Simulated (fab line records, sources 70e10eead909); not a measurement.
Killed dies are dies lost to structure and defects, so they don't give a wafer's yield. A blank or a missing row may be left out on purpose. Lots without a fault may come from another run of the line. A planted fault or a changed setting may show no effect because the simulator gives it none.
fab line records | flow nand_harc
record lots=5 wafers=15 last_day=33
route steps=1302 shown P_GATE@126 END@1302
lots that met no fault: from a run of the same line without faults
start_h: hours from the record's first day to the start of the lot's first wafer shown | wait_h: hours since the lot's step before | " the same as in the row above | L1.1+2: a row that stands for several wafers | - no value, or no start given | * or withheld: withheld | < > ~ a bound
route shown NAME@n: a module of which the file shows steps, and the number in the route of the first | usual: mean/standard deviation of fault-free wafers | same: alike in all rows | chamber/n: place in a boat | sites: the reading at each site | _std_site: their standard deviation | _edge_site: outer sites' mean less inner sites' | radius_mm: how far each site lies from the wafer's centre | mask NAME#n: copy n | behind: the tool/chamber that last shaped the wafer | hold: why the lot was held/for how many hours/how that ended | device: the transistor (n, p or np) that didn't switch | end of line: the same wafers' tests at the end of the route | a step without rows: its recipe alone | killed: dies lost to structure and defects at the first sort, not the wafer's yield | map: a wafer's dies, x killed, . not, _ none there
set.NAME: the setting as run; set.NAME@STEP: as run at that earlier step | model.NAME: the simulator's own value behind a step, which no gauge read
lots at some steps of the route; a table a step, a row a wafer
services: from which hour (start_h, from the record's first day; less than 0 if before it) a tool's chamber was out of use, for how many hours, and why
## steps
# step NHARC_P_GATE_STRIP_15
# recipe time_s=780 temp_c=130 chemistry=SPM
# step NHARC_P_GATE_PRECLEAN_71
# recipe time_s=* temp_c=50 bath_age_min=0 chemistry=SC1
# step NHARC_P_GATE_SRD_72
# step NHARC_P_GATE_OXIDE_16
# recipe target_thk_a=30 temp_c=875 ox_time_s=392 material=SiO2
# step NHARC_P_GATE_CVD_17
# recipe target_thk_a=1500 temp_c=620 time_s=900 material=poly-Si
# step NHARC_P_GATE_HM_DEP_102
# recipe target_thk_a=1200 temp_c=400 material=aC
# usual susceptor_temp_C=399.96/0.21 throttle_valve_pct=34.999/0.009
# columns lot.wafer tool chamber start_h wait_h susceptor_temp_C throttle_valve_pct
L910.4 acl_dep-03 0 205.91 4.8 - 35.008
L910.5 " 0 " " - 34.985
L910.6 " 0 " " - 35.000
L913.2 acl_dep-01 0 238.61 0.5 400.17 35.003
L913.3 " 0 " " 400.07 34.983
L913.6 " 0 " " 400.28 34.998
L914.1 acl_dep-01 0 242.61 0.4 400.09 35.006
L914.3 " 0 " " 400.19 35.008
L914.6 " 0 " " 399.93 35.004
L920.1 acl_dep-01 0 309.18 7.5 399.89 35.003
L920.3 " 0 " " 400.12 34.982
L920.6 " 0 " " 399.89 34.989
L921.2 acl_dep-01 0 315.09 2.3 399.57 34.986
L921.5 " 0 " " 399.60 35.003
L921.6 " 0 " " 399.96 35.015
# step NHARC_P_GATE_DEP_103
# recipe target_thk_a=300 target_thk_nm=30 temp_c=400 flow_sccm=200 rf_w=350 material=SiON
# usual heater_power_w=716/67 susceptor_temp_C=400.00/0.21
# columns lot.wafer tool chamber start_h wait_h heater_power_w susceptor_temp_C
L910.5 pecvd-02 2 206.33 0.2 794 399.70
L910.4 " 0 " " 723 399.73
L910.6 " 1 " " 623 399.82
L913.3 pecvd-01 1 239.20 0.4 789 399.76
L913.2 " 2 " " 614 399.95
L913.6 " 1 " " 783 400.13
L914.1 pecvd-02 0 243.28 0.6 809 399.75
L914.3 " 2 " " 707 399.79
L914.6 " 2 " " 718 399.78
L920.1 pecvd-01 2 309.90 0.6 715 399.93
L920.3 " 0 " " 665 400.03
L920.6 " 2 " " 720 399.89
L921.2 pecvd-03 2 315.73 0.5 834 399.94
L921.5 " 1 " " 635 400.01
L921.6 " 0 " " 675 400.11
# step NHARC_P_GATE_DEHYDRATE_18
# recipe temp_c=150 time_s=120
# step NHARC_P_GATE_HMDS_19
# recipe time_s=30
# step NHARC_P_GATE_COAT_20
# recipe spin_rpm=1500 resist_thk_nm=90
# step NHARC_P_GATE_SOFTBAKE_21
# recipe temp_c=105 time_s=55
# step NHARC_P_GATE_EBR_22
# step NHARC_P_GATE_EXPOSE_23
# recipe na=1.35 target_cd_nm=120 dose_mj=93.91 mask_id=P_GATE
# same na=1.35
# columns lot.wafer tool chamber start_h wait_h mask
L910.4+5+6 arfi_scanner-02 0 206.84 - P_GATE#0
L913.2+3+6 arfi_scanner-01 0 239.59 - P_GATE_R1#0
L914.1+3+6 arfi_scanner-01 0 243.91 - P_GATE#0
L920.1+3+6 arfi_scanner-02 0 310.29 - P_GATE#0
L921.2+5+6 arfi_scanner-01 0 316.25 - P_GATE#0
# step NHARC_P_GATE_PEB_24
# recipe peb_temp_c=100 peb_time_s=65
# step NHARC_P_GATE_DEVELOP_25
# recipe develop_time_s=35 dev_temp_c=23
# step NHARC_P_GATE_CD_MEAS_26
# recipe target_cd_nm=120 landing_energy_ev=500
# usual cd_nm=120.3/0.74
# columns lot.wafer tool chamber start_h wait_h cd_nm
L910.4 cd_sem-01 0 206.97 - 121.0
L910.5 " 0 " " 119.8
L910.6 " 0 " " 120.3
L913.2 cd_sem-02 0 239.72 - 76.4
L913.3 " 0 " " 76.0
L913.6 " 0 " " 75.5
L914.1 cd_sem-02 0 244.04 - 119.8
L914.3 " 0 " " 118.9
L914.6 " 0 " " 119.2
L920.1 cd_sem-03 0 310.43 - 121.1
L920.3 " 0 " " 120.5
L920.6 " 0 " " 121.1
L921.2 cd_sem-01 0 316.38 - 121.2
L921.5 " 0 " " 120.7
L921.6 " 0 " " 120.7
# step NHARC_P_GATE_OVL_MEAS_27
# usual overlay_x_nm=0.1/1 overlay_y_nm=0.2/0.63
# columns lot.wafer tool chamber start_h wait_h overlay_x_nm overlay_y_nm
L910.4 overlay-01 - 207.06 - 0.1 0.6
L910.5 " - " " 0.2 1.5
L910.6 " - " " 0.0 0.9
L913.2 overlay-02 - 239.81 - -1.0 -0.8
L913.3 " - " " -0.2 -0.8
L913.6 " - " " -1.1 -1.0
L914.1 overlay-01 - 244.13 - 1.7 0.2
L914.3 " - " " 0.9 0.5
L914.6 " - " " 0.9 0.1
L920.1 overlay-01 - 310.52 - 1.0 0.3
L920.3 " - " " 1.2 0.1
L920.6 " - " " 0.8 0.2
L921.2 overlay-02 - 316.47 - -0.6 0.2
L921.5 " - " " -1.0 0.5
L921.6 " - " " -0.7 0.2
# step NHARC_P_GATE_INSPECT_28
# usual raw_defect_count=5.8/2.8
# columns lot.wafer tool chamber start_h wait_h raw_defect_count
L910.4 defect_inspect-02 - 207.09 0.0 6
L910.5 " - " " 2
L910.6 " - " " 8
L913.2 defect_inspect-01 - 239.84 0.0 14
L913.3 " - " " 10
L913.6 " - " " 3
L914.1 defect_inspect-01 - 244.17 0.0 4
L914.3 " - " " 7
L914.6 " - " " 2
L920.1 defect_inspect-01 - 310.55 0.0 3
L920.3 " - " " 4
L920.6 " - " " 5
L921.2 defect_inspect-01 - 316.51 0.0 5
L921.5 " - " " 11
L921.6 " - " " 4
# step NHARC_P_GATE_DESCUM_31
# recipe time_s=3 o2_flow_sccm=200 ar_flow_sccm=0 bias_power_w=0 chemistry=O2
# usual chamber_pressure_mTorr=60.00/0.052 drypump_motor_current_A=5.7/0.4 oes_product_au=0.999/0.0098 rf_vpp_V=57.9/0.91 showerhead_plenum_p_Torr=1.92/0.083 throttle_valve_pct=11.310/0.0091
# columns lot.wafer tool chamber start_h wait_h chamber_pressure_mTorr drypump_motor_current_A oes_product_au rf_hours_counter_h rf_vpp_V showerhead_plenum_p_Torr throttle_valve_pct model.P_GATE.cd_nm
L910.4 rie_diel-10 1 207.18 0.1 60.02 5.9 1.021 10 56.8 1.96 11.320 120.7
L910.6 " 2 " " 60.00 4.8 0.994 - 60.3 2.03 11.314 120.1
L910.5 " 3 " " 60.00 5.7 0.995 - 57.8 1.80 11.303 119.9
L913.2 rie_diel-02 3 239.91 0.1 60.00 6.0 1.006 1 59.1 1.95 11.314 75.88
L913.3 " 1 " " 59.94 5.0 1.005 1 57.7 1.84 11.310 76.89
L913.6 " 2 " " 60.00 5.4 0.996 - 57.3 1.93 11.309 75.58
L914.3 rie_diel-02 0 244.25 0.1 59.96 5.8 1.016 1 58.0 1.90 11.298 120
L914.1 " 1 " " 60.00 5.0 1.004 1 57.4 1.84 11.302 120.7
L914.6 " 2 " " 60.05 5.4 1.014 - 57.4 1.93 11.306 119.4
L920.3 rie_diel-07 1 310.62 0.1 60.04 5.9 1.007 0 57.5 2.06 11.324 120.5
L920.1 " 2 " " 60.02 5.5 0.998 0 57.5 2.05 11.305 121.2
L920.6 " 1 " " 60.01 6.0 0.990 - 57.5 2.06 11.324 121.7
L921.2 rie_diel-07 0 316.58 0.1 59.91 6.0 0.997 1 57.4 1.93 11.303 121
L921.6 " 3 " " 59.96 6.2 1.013 - 56.5 1.83 11.295 120.9
L921.5 " 0 " " 59.93 6.0 1.003 - 57.1 1.93 11.304 120.9
# step NHARC_P_GATE_ETCH_104
# recipe target_depth_a=600 time_s=withheld cf4_flow_sccm=100 chf3_flow_sccm=30 ar_flow_sccm=0 rf_w=500 bias_w=200 chemistry=CF4/CHF3
# usual chamber_pressure_mTorr=24.999/0.02 drypump_motor_current_A=5.6/0.41 oes_product_au=0.952/0.022 rf_vpp_V=370.8/2.2 showerhead_plenum_p_Torr=1.58/0.066 throttle_valve_pct=16.802/0.0084
# columns lot.wafer tool chamber start_h wait_h chamber_pressure_mTorr drypump_motor_current_A oes_product_au rf_vpp_V showerhead_plenum_p_Torr throttle_valve_pct
L910.4 rie_diel-10 2 207.24 0.1 25.014 4.8 0.945 374.1 1.67 16.797
L910.6 " 0 " " 25.007 5.8 0.965 367.6 1.47 16.798
L910.5 " 1 " " 25.014 5.8 0.984 371.6 1.61 16.796
L913.2 rie_diel-02 2 239.99 0.1 24.966 5.4 0.976 369.8 1.59 16.807
L913.3 " 1 " " 24.976 5.0 0.982 368.6 1.52 16.799
L913.6 " 3 " " 24.999 6.0 0.959 372.0 1.61 16.795
L914.3 rie_diel-02 1 244.32 0.1 24.998 5.0 0.978 369.0 1.52 16.816
L914.1 " 3 " " 24.978 6.0 0.956 371.4 1.61 16.811
L914.6 " 0 " " 25.014 5.8 0.985 371.1 1.57 16.803
L920.1 rie_diel-07 2 310.70 0.1 25.004 5.5 0.967 374.2 1.68 16.808
L920.3 " 1 " " 25.009 6.0 0.951 373.5 1.69 16.793
L920.6 " 3 " " 24.972 6.2 0.997 368.6 1.51 16.808
L921.2 rie_diel-07 1 316.65 0.1 24.992 6.0 0.968 374.0 1.69 16.804
L921.6 " 1 " " 25.038 6.0 0.979 373.6 1.69 16.815
L921.5 " 2 " " 24.999 5.5 0.970 373.1 1.68 16.802
# step NHARC_P_GATE_HM_OPEN_105
# recipe target_depth_a=3600 o2_flow_sccm=400 cos_flow_sccm=20 ar_flow_sccm=0 rf_w=500 bias_w=300 chemistry=O2/COS
# usual chamber_pressure_mTorr=19.999/0.016 drypump_motor_current_A=5.7/0.43 oes_product_au=0.999/0.01 rf_vpp_V=467.5/2.8 showerhead_plenum_p_Torr=3.14/0.13 throttle_valve_pct=28.330/0.0094
# columns lot.wafer tool chamber start_h wait_h chamber_pressure_mTorr drypump_motor_current_A oes_product_au rf_hours_counter_h rf_vpp_V showerhead_plenum_p_Torr throttle_valve_pct
L910.4 rie_diel-10 0 - - 20.012 5.9 0.989 9 462.4 2.92 28.325
L910.6 " 2 " " 19.995 4.7 0.980 - 470.8 3.31 28.333
L910.5 " 3 " " 20.005 5.7 0.996 - 462.9 2.95 28.332
L913.2 rie_diel-02 1 - - 19.994 5.0 0.995 1 464.8 3.02 28.328
L913.3 " 0 " " 19.984 5.8 1.006 1 466.7 3.11 28.315
L913.6 " 2 " " 19.989 5.4 1.008 - 466.3 3.15 28.319
L914.3 rie_diel-02 1 - - 20.002 5.0 1.003 1 465.9 3.02 28.339
L914.1 " 2 " " 20.016 5.4 1.010 1 467.6 3.15 28.330
L914.6 " 3 " " 19.999 6.0 1.007 - 467.9 3.18 28.336
L920.3 rie_diel-07 3 - - 20.020 6.2 1.026 0 464.5 2.99 28.321
L920.1 " 0 " " 19.982 6.0 1.001 0 468.5 3.15 28.323
L920.6 " 3 " " 19.996 6.2 1.015 - 463.7 2.99 28.331
L921.2 rie_diel-07 0 - - 19.985 6.0 1.009 1 467.6 3.15 28.337
L921.6 " 2 " " 19.975 5.5 1.002 - 471.0 3.33 28.320
L921.5 " 3 " " 19.976 6.2 1.019 - 464.6 2.99 28.317
# step NHARC_P_GATE_STRIP_106
# recipe o2_flow_sccm=400 cos_flow_sccm=20 ar_flow_sccm=0 bias_w=0 chemistry=O2/COS
# step NHARC_P_GATE_ETCH_114
# recipe target_depth_a=300 overetch_a=30 time_s=16.5 ion_energy_ev=100 cf4_flow_sccm=80 o2_flow_sccm=20 ar_flow_sccm=0 rf_w=300 bias_w=100 chemistry=CF4/O2
# step NHARC_P_GATE_ETCH_32
# recipe target_depth_a=1500 over_etch_frac=1 over_etch_ion_energy_ev=40 time_s=100.1 hbr_flow_sccm=150 cl2_flow_sccm=50 rf_w=400 icp_w=400 bias_w=100 chemistry=HBr/Cl2
# usual chamber_pressure_mTorr=15.000/0.013 drypump_motor_current_A=5.9/0.36 oes_product_au=1.003/0.0098 throttle_valve_pct=26.405/0.0083
# columns lot.wafer tool chamber start_h wait_h chamber_pressure_mTorr drypump_motor_current_A oes_product_au rf_hours_counter_h throttle_valve_pct model.P_GATE.cd_nm
L910.4 rie_si-03 3 207.66 - 14.997 5.8 1.003 0.8 26.415 117.6
L910.5 " 0 " " 14.999 6.3 1.009 - 26.417 121.8
L910.6 " 1 " " 15.015 5.7 1.011 - 26.412 118.5
L913.2 rie_si-03 0 240.38 - 14.989 6.3 1.008 0.0 26.390 78.1
L913.3 " 1 " " 14.984 5.7 0.997 0.0 26.403 74.57
L913.6 " 0 " " 14.987 6.3 0.998 - 26.403 78.23
L914.3 rie_si-02 0 244.71 - 14.999 6.1 1.007 0.8 26.397 117.8
L914.1 " 1 " " 14.990 5.9 0.999 0.9 26.412 117.1
L914.6 " 3 " " 15.025 5.7 1.011 - 26.395 121.1
L920.3 rie_si-03 3 311.09 - 15.003 5.8 1.007 0.5 26.401 119.5
L920.1 " 1 " " 15.001 5.7 1.001 0.4 26.401 119.8
L920.6 " 2 " " 15.005 5.0 0.986 - 26.400 117.7
L921.2 rie_si-03 1 317.07 - 15.013 5.7 0.990 0.5 26.394 119.1
L921.6 " 2 " " 15.006 5.0 0.976 - 26.407 120.3
L921.5 " 3 " " 14.998 5.8 0.996 - 26.400 120.4
# step NHARC_P_GATE_STRIP_108
# recipe o2_flow_sccm=500 ar_flow_sccm=0 bias_w=0 chemistry=O2
# usual chamber_pressure_mTorr=60.00/0.059 drypump_motor_current_A=5.7/0.4 oes_product_au=1.001/0.0094 rf_vpp_V=57.8/0.92 showerhead_plenum_p_Torr=3.53/0.15 throttle_valve_pct=17.036/0.01
# columns lot.wafer tool chamber start_h wait_h chamber_pressure_mTorr drypump_motor_current_A oes_product_au rf_hours_counter_h rf_vpp_V showerhead_plenum_p_Torr throttle_valve_pct
L910.4 rie_diel-07 3 207.77 - 59.97 6.2 1.012 5 58.7 3.38 17.039
L910.6 " 3 " " 59.90 6.2 1.011 - 56.9 3.38 17.027
L910.5 " 0 " " 60.06 6.0 0.996 - 58.4 3.56 17.034
L913.2 rie_diel-02 2 240.53 - 60.04 5.4 1.008 1 59.6 3.56 17.048
L913.3 " 0 " " 60.02 5.8 1.012 1 58.1 3.51 17.035
L913.6 " 3 " " 59.99 6.0 1.000 - 59.1 3.60 17.053
L914.1 rie_diel-07 0 244.85 - 60.06 6.0 0.996 8 57.8 3.56 17.057
L914.3 " 3 " " 59.99 6.2 1.010 6 56.3 3.38 17.013
L914.6 " 0 " " 60.01 6.0 0.999 - 59.5 3.56 17.043
L920.3 rie_diel-07 2 311.24 - 60.03 5.5 1.002 0 58.9 3.76 17.032
L920.1 " 0 " " 60.00 6.0 1.004 0 55.5 3.56 17.050
L920.6 " 3 " " 59.96 6.2 1.013 - 57.3 3.38 17.027
L921.2 rie_diel-02 0 317.24 - 60.08 5.8 1.010 4 56.6 3.51 17.038
L921.5 " 1 " " 59.90 5.0 1.003 - 57.3 3.41 17.046
L921.6 " 2 " " 59.91 5.4 1.015 - 57.8 3.56 17.030
# step NHARC_P_GATE_CD_MEAS_33
# usual cd_nm=121.0/3
# columns lot.wafer tool chamber start_h wait_h cd_nm
L910.4 cd_sem-02 - 207.95 - 117.4
L910.5 " - " " 121.3
L910.6 " - " " 118.7
L913.2 cd_sem-01 - 240.71 - 78.3
L913.3 " - " " 74.4
L913.6 " - " " 78.1
L914.1 cd_sem-02 - 245.03 - 116.7
L914.3 " - " " 117.6
L914.6 " - " " 121.3
L920.1 cd_sem-02 - 311.41 - 120.4
L920.3 " - " " 119.5
L920.6 " - " " 117.8
L921.2 cd_sem-02 - 317.37 - 118.9
L921.5 " - " " 120.4
L921.6 " - " " 120.3
# step NHARC_P_GATE_STRIP_35
# recipe time_s=600 temp_c=130 chemistry=SPM
# step NHARC_END_SORT_01
# recipe temp_c=25
# usual killed_at_array=63/17 killed_at_other=0.8/1.1 killed_at_periphery=3.5/3 killed_dies=67/17 killed_open=3.1/1.6 killed_short=2.6/1.4
# same gross_dies=677
# columns lot.wafer tool chamber start_h wait_h killed_at_array killed_at_other killed_at_periphery killed_dies killed_open killed_short
L913.2 prober-01 0 699.03 2.8 70 1 606 677 2 0
L913.3 prober-01 0 699.82 3.1 87 2 588 677 3 5
L913.6 prober-01 0 702.20 4.0 76 1 600 677 2 1
L914.1 prober-02 0 715.54 2.5 57 4 4 65 4 0
L914.3 prober-02 0 717.13 3.1 55 3 2 60 2 4
# killed by level:class
L913.2 P_GATE:area_expose=600 A_SLIT:chamber_film_flake=37 A_CHANNEL_HOLE_D2:chamber_film_flake=12 A_CHANNEL_HOLE_D1:chamber_film_flake=5 A_STAIRCASE:chamber_film_flake=5 A_CONTACT:chamber_film_flake=3 P_BONDPAD:chamber_film_flake=2 A_CHANNEL_FILL_D2:chamber_film_flake=2
L913.3 P_GATE:area_expose=577 A_SLIT:chamber_film_flake=32 A_CHANNEL_HOLE_D2:chamber_film_flake=21 A_CONTACT:chamber_film_flake=9 P_BONDPAD:chamber_film_flake=5 P_M1:chamber_film_flake=4 A_CHANNEL_HOLE_D1:chamber_film_flake=4 A_M0:chamber_film_flake=4
L913.6 P_GATE:area_expose=591 A_SLIT:chamber_film_flake=32 A_CHANNEL_HOLE_D2:chamber_film_flake=19 A_CHANNEL_HOLE_D1:chamber_film_flake=8 A_CONTACT:chamber_film_flake=8 P_BONDPAD:chamber_film_flake=3 P_GATE:chamber_film_flake=2 P_M1:chamber_film_flake=2
L914.1 A_CHANNEL_HOLE_D2:chamber_film_flake=24 A_CHANNEL_HOLE_D1:chamber_film_flake=12 A_CONTACT:chamber_film_flake=7 A_SLIT:chamber_film_flake=4 THIN_TSV:chamber_film_flake=4 P_BONDPAD:chamber_film_flake=2 A_CHANNEL_FILL_D2:chamber_film_flake=2 A_CHANNEL_FILL_D1:geometric_particle:open=1
L914.3 A_CHANNEL_HOLE_D2:chamber_film_flake=23 A_CHANNEL_HOLE_D1:chamber_film_flake=8 A_SLIT:chamber_film_flake=8 A_CONTACT:chamber_film_flake=8 THIN_TSV:chamber_film_flake=3 A_DECK1_JOINT:geometric_particle:short=1 A_CHANNEL_FILL_D2:geometric_particle:short=1 A_SLIT:geometric_particle:short=1
# map L913.2 (x killed, . not)
____________x____________
_________xxxxxxx_________
_______xxxxxxxxxxx_______
______xxxxxxxxxxxxx______
_____xxxxxxxxxxxxxxx_____
____xxxxxxxxxxxxxxxxx____
____xxxxxxxxxxxxxxxxx____
___xxxxxxxxxxxxxxxxxxx___
___xxxxxxxxxxxxxxxxxxx___
__xxxxxxxxxxxxxxxxxxxxx__
__xxxxxxxxxxxxxxxxxxxxx__
_xxxxxxxxxxxxxxxxxxxxxxx_
_xxxxxxxxxxxxxxxxxxxxxxx_
_xxxxxxxxxxxxxxxxxxxxxxx_
_xxxxxxxxxxxxxxxxxxxxxxx_
_xxxxxxxxxxxxxxxxxxxxxxx_
xxxxxxxxxxxxxxxxxxxxxxxxx
xxxxxxxxxxxxxxxxxxxxxxxxx
xxxxxxxxxxxxxxxxxxxxxxxxx
xxxxxxxxxxxxxxxxxxxxxxxxx
xxxxxxxxxxxxxxxxxxxxxxxxx
_xxxxxxxxxxxxxxxxxxxxxxx_
_xxxxxxxxxxxxxxxxxxxxxxx_
_xxxxxxxxxxxxxxxxxxxxxxx_
_xxxxxxxxxxxxxxxxxxxxxxx_
_xxxxxxxxxxxxxxxxxxxxxxx_
__xxxxxxxxxxxxxxxxxxxxx__
__xxxxxxxxxxxxxxxxxxxxx__
___xxxxxxxxxxxxxxxxxxx___
___xxxxxxxxxxxxxxxxxxx___
____xxxxxxxxxxxxxxxxx____
____xxxxxxxxxxxxxxxxx____
_____xxxxxxxxxxxxxxx_____
______xxxxxxxxxxxxx______
_______xxxxxxxxxxx_______
_________xxxxxxx_________
____________x____________
# map L914.1 (x killed, . not)
____________.____________
_________......._________
_______..........._______
______.............______
_____..............._____
____.................____
____.............x...____
___...................___
___...................___
__.....................__
__.............x.......__
_.x..................x.._
_......................._
_.................xxx..x_
_..................x.x.x_
_.................xx.x.._
...x...........x.xxxxx...
....x.............xx.xx..
.........x.......xxxx....
.......x....x..x....x....
..x...x..........x..x....
_..............xx......._
_...............xx......_
_.x............x.x......_
_................x...x.._
_.x.............x..x...x_
__..x............x.x.x.__
__.x...............x...__
___xxx..............x.___
___x..................___
____..xx.............____
____.................____
_____..............._____
______.............______
_______..........._______
_________......._________
____________.____________
## services
# columns tool chamber start_h hours kind
pecvd-03 - 185.00 13.0 pm
acl_dep-01 - 189.68 13.0 pm
rie_diel-07 0 199.72 - clean
rie_diel-07 1 199.72 - clean
rie_diel-07 2 199.72 - clean
arfi_scanner-02 - 214.49 0.9 repair
rie_diel-02 - 216.70 9.0 pm
rie_si-03 - 221.00 9.0 pm
pecvd-02 - 227.10 13.0 pm
pecvd-01 1 241.27 3.2 repair
rie_diel-10 - 242.50 9.0 pm
arfi_scanner-01 - 253.96 4.0 pm
pecvd-02 0 254.51 4.5 repair
pecvd-03 - 256.79 0.4 repair
pecvd-02 2 262.71 12.6 repair
rie_si-02 - 263.40 9.1 repair
acl_dep-01 - 275.13 9.7 repair
rie_si-02 - 277.59 9.0 pm
arfi_scanner-02 - 288.67 0.2 repair
rie_diel-02 0 290.28 11.8 repair
rie_diel-07 - 294.20 9.0 pm
acl_dep-03 - 297.65 13.0 pm
pecvd-01 - 311.18 13.0 pm
arfi_scanner-02 - 312.00 4.0 pm
## key
first_sign step=NHARC_P_GATE_EXPOSE_23 reading=mask direction=changed
effect step=NHARC_P_GATE_CD_MEAS_26 reading=cd_nm direction=down sigmas=60 usual=120.3 struck=76.0
effect step=NHARC_P_GATE_CD_MEAS_33 reading=cd_nm direction=down sigmas=15 usual=121.0 struck=76.9
effect step=NHARC_END_SORT_01 reading=killed_at_periphery direction=up sigmas=99+ usual=3.5 struck=598
model_effect step=NHARC_P_GATE_DESCUM_31 value=P_GATE.cd_nm without=120.8 struck=76.12
model_effect step=NHARC_P_GATE_ETCH_32 value=P_GATE.cd_nm without=121.7 struck=76.97
more_kills_born_at NHARC_P_GATE_EXPOSE_23@arfi_scanner-01=1768
met_at NHARC_P_GATE_EXPOSE_23
struck_wafers L913.2,L913.3,L913.6
later_rows_left_out L913.2,L913.3,L913.6
tester_left_out L913
fault kind=wrong_mask tool=any chamber=- onset_h=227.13 steps=NHARC_P_GATE_EXPOSE_23 aux_copy=P_GATE_R1#0 cd_offset_nm=-44.684 scope=struck_lots_only
# tester_left_out: of these lots the tester's yield and bins aren't shown, on N5 and GAA mostly nor the transistor test; their killed dies are dies lost to structure and defects alone, not to doping, threshold or leakage, so they don't give the yield
# later_rows_left_out: the simulator's readings of these wafers behind a module that went badly wrong aren't trusted and aren't shown, but for the sort
